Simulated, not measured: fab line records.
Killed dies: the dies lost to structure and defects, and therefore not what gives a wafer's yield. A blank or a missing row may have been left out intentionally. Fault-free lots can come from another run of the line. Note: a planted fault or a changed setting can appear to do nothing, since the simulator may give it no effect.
Shared-tool check :: flow nand_harc :: 13 lots, 39 wafers sampled

WHAT PROMPTED THE OPENING
Flagged at NHARC_A_ONON_D1_THK_MEAS_02: reading thk_nm, on 2 of 13 lots. No-fault wafers: 999 nm, standard deviation 9.7.
Rule: a lot gets a flag if all its wafers with a number sit over 4 standard deviations from that mean, or if no wafer of it has a number. As for the other lots, they are considered sound.

lot: L859
measured: day 7 14:48
on: film_metro-01
thk_nm (nm), wafer by wafer: 997 996 998
flag: 

lot: L861
measured: day 7 20:08
on: film_metro-02
thk_nm (nm), wafer by wafer: 992 991 991
flag: 

lot: L862
measured: day 8 13:16
on: film_metro-01
thk_nm (nm), wafer by wafer: 1004 1002 1004
flag: 

lot: L864
measured: day 8 20:41
on: film_metro-01
thk_nm (nm), wafer by wafer: 975 976 975
flag: 

lot: L867
measured: day 9 09:40
on: film_metro-01
thk_nm (nm), wafer by wafer: 981 980 981
flag: 

lot: L865
measured: day 9 09:40
on: film_metro-02
thk_nm (nm), wafer by wafer: 583 586 585
flag: FLAGGED

lot: L866
measured: day 9 19:20
on: film_metro-02
thk_nm (nm), wafer by wafer: 996 995 995
flag: 

lot: L871
measured: day 10 16:00
on: film_metro-02
thk_nm (nm), wafer by wafer: 607 608 605
flag: FLAGGED

lot: L875
measured: day 11 16:17
on: film_metro-02
thk_nm (nm), wafer by wafer: 988 988 987
flag: 

lot: L876
measured: day 12 00:20
on: film_metro-02
thk_nm (nm), wafer by wafer: 995 995 994
flag: 

lot: L879
measured: day 12 07:06
on: film_metro-02
thk_nm (nm), wafer by wafer: 1008 1006 1008
flag: 

lot: L881
measured: day 12 22:58
on: film_metro-02
thk_nm (nm), wafer by wafer: 1001 1002 1001
flag: 

lot: L882
measured: day 13 05:10
on: film_metro-01
thk_nm (nm), wafer by wafer: 1003 1005 1002
flag: 
On average the flagged lots' numbers are 596 nm, which is -403 nm against the usual, or -42 standard deviations.

WHICH TOOL RAN EACH LOT
The record holds 2 process steps before the reading, out of a route of 1159 steps. Read each cell as the tool, then ch plus the chambers that the sampled wafers visited, then the start.
lot: L859
flag: 
NHARC_A_ZERO_WELL_DESCUM_12: rie_diel-08 ch 1,2, day 6 14:03
NHARC_A_ONON_D1_DEP_00: pecvd_onon-02 ch 0, day 7 14:17

lot: L861
flag: 
NHARC_A_ZERO_WELL_DESCUM_12: rie_diel-10 ch 1,2, day 6 23:38
NHARC_A_ONON_D1_DEP_00: pecvd_onon-04 ch 0, day 7 19:37

lot: L862
flag: 
NHARC_A_ZERO_WELL_DESCUM_12: rie_diel-08 ch 1,2,3, day 7 15:04
NHARC_A_ONON_D1_DEP_00: pecvd_onon-02 ch 0, day 8 12:52

lot: L864
flag: 
NHARC_A_ZERO_WELL_DESCUM_12: rie_diel-08 ch 1,2,3, day 7 21:40
NHARC_A_ONON_D1_DEP_00: pecvd_onon-02 ch 0, day 8 20:14

lot: L867
flag: 
NHARC_A_ZERO_WELL_DESCUM_12: rie_diel-08 ch 1,2,3, day 8 09:38
NHARC_A_ONON_D1_DEP_00: pecvd_onon-04 ch 0, day 9 09:16

lot: L865
flag: FLAGGED
NHARC_A_ZERO_WELL_DESCUM_12: rie_diel-08 ch 2,3, day 8 04:47
NHARC_A_ONON_D1_DEP_00: pecvd_onon-02 ch 0, day 9 09:10

lot: L866
flag: 
NHARC_A_ZERO_WELL_DESCUM_12: rie_diel-01 ch 0,1,2, day 8 17:16
NHARC_A_ONON_D1_DEP_00: pecvd_onon-04 ch 0, day 9 18:59

lot: L871
flag: FLAGGED
NHARC_A_ZERO_WELL_DESCUM_12: rie_diel-10 ch 0,2,3, day 9 18:05
NHARC_A_ONON_D1_DEP_00: pecvd_onon-02 ch 0, day 10 15:32

lot: L875
flag: 
NHARC_A_ZERO_WELL_DESCUM_12: rie_diel-08 ch 0,3, day 10 17:32
NHARC_A_ONON_D1_DEP_00: pecvd_onon-04 ch 0, day 11 15:46

lot: L876
flag: 
NHARC_A_ZERO_WELL_DESCUM_12: rie_diel-01 ch 0,1,2, day 11 02:19
NHARC_A_ONON_D1_DEP_00: pecvd_onon-01 ch 0, day 11 23:56

lot: L879
flag: 
NHARC_A_ZERO_WELL_DESCUM_12: rie_diel-08 ch 0,2, day 11 07:31
NHARC_A_ONON_D1_DEP_00: pecvd_onon-04 ch 0, day 12 06:36

lot: L881
flag: 
NHARC_A_ZERO_WELL_DESCUM_12: rie_diel-01 ch 2,3, day 12 00:28
NHARC_A_ONON_D1_DEP_00: pecvd_onon-04 ch 0, day 12 22:34

lot: L882
flag: 
NHARC_A_ZERO_WELL_DESCUM_12: rie_diel-08 ch 2,3, day 12 08:30
NHARC_A_ONON_D1_DEP_00: pecvd_onon-01 ch 0, day 13 04:40
What the steps here do:
- NHARC_A_ZERO_WELL_DESCUM_12: chemistry O2, time 3 s.
- NHARC_A_ONON_D1_DEP_00: target thk 1000 nm.
- NHARC_A_ONON_D1_THK_MEAS_02: measures by ellipsometry.

FLAGGED OVER TOTAL, TOOL BY TOOL (the gauges that took the reading come last)
step: NHARC_A_ZERO_WELL_DESCUM_12
tool: rie_diel-01
lots run: 3
flagged: 0
share of the flagged lots: none
sound lots run after its first flagged lot: -

step: NHARC_A_ZERO_WELL_DESCUM_12
tool: rie_diel-08
lots run: 8
flagged: 1
share of the flagged lots: some
sound lots run after its first flagged lot: 4 (L867,L875,L879,L882)

step: NHARC_A_ZERO_WELL_DESCUM_12
tool: rie_diel-10
lots run: 2
flagged: 1
share of the flagged lots: some
sound lots run after its first flagged lot: 0

step: NHARC_A_ONON_D1_DEP_00
tool: pecvd_onon-01
lots run: 2
flagged: 0
share of the flagged lots: none
sound lots run after its first flagged lot: -

step: NHARC_A_ONON_D1_DEP_00
tool: pecvd_onon-02
lots run: 5
flagged: 2
share of the flagged lots: all
sound lots run after its first flagged lot: 0

step: NHARC_A_ONON_D1_DEP_00
tool: pecvd_onon-04
lots run: 6
flagged: 0
share of the flagged lots: none
sound lots run after its first flagged lot: -

step: NHARC_A_ONON_D1_THK_MEAS_02
tool: film_metro-01
lots run: 5
flagged: 0
share of the flagged lots: none
sound lots run after its first flagged lot: -

step: NHARC_A_ONON_D1_THK_MEAS_02
tool: film_metro-02
lots run: 8
flagged: 2
share of the flagged lots: all
sound lots run after its first flagged lot: 5 (L866,L875,L876,L879,L881)

WHAT IS ALLOWED BY THE TABLE
pecvd_onon-02 at NHARC_A_ONON_D1_DEP_00 and film_metro-02 at NHARC_A_ONON_D1_THK_MEAS_02 are the 2 rows of the table that ran each flagged lot.
- pecvd_onon-02 at NHARC_A_ONON_D1_DEP_00: 2 of its 5 lots flagged. Its last sound lot is L864 (day 8 20:14), its first flagged lot L865 (day 9 09:10): a fault that began between those two fits.
- film_metro-02 at NHARC_A_ONON_D1_THK_MEAS_02: 2 of its 8 lots flagged. Sound lots ran on it after the first flagged one (L866, L875, L876, L879, L881), which a lasting fault on the whole tool wouldn't allow.
pecvd_onon-02 at NHARC_A_ONON_D1_DEP_00 is the single tool remaining.

WHAT THE SIMULATOR HAD INSERTED
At NHARC_A_ONON_D1_DEP_00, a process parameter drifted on pecvd_onon-02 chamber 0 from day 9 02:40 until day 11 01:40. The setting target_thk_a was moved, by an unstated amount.
Shown lots that were struck: L865, L871. The same result came from the rule above.
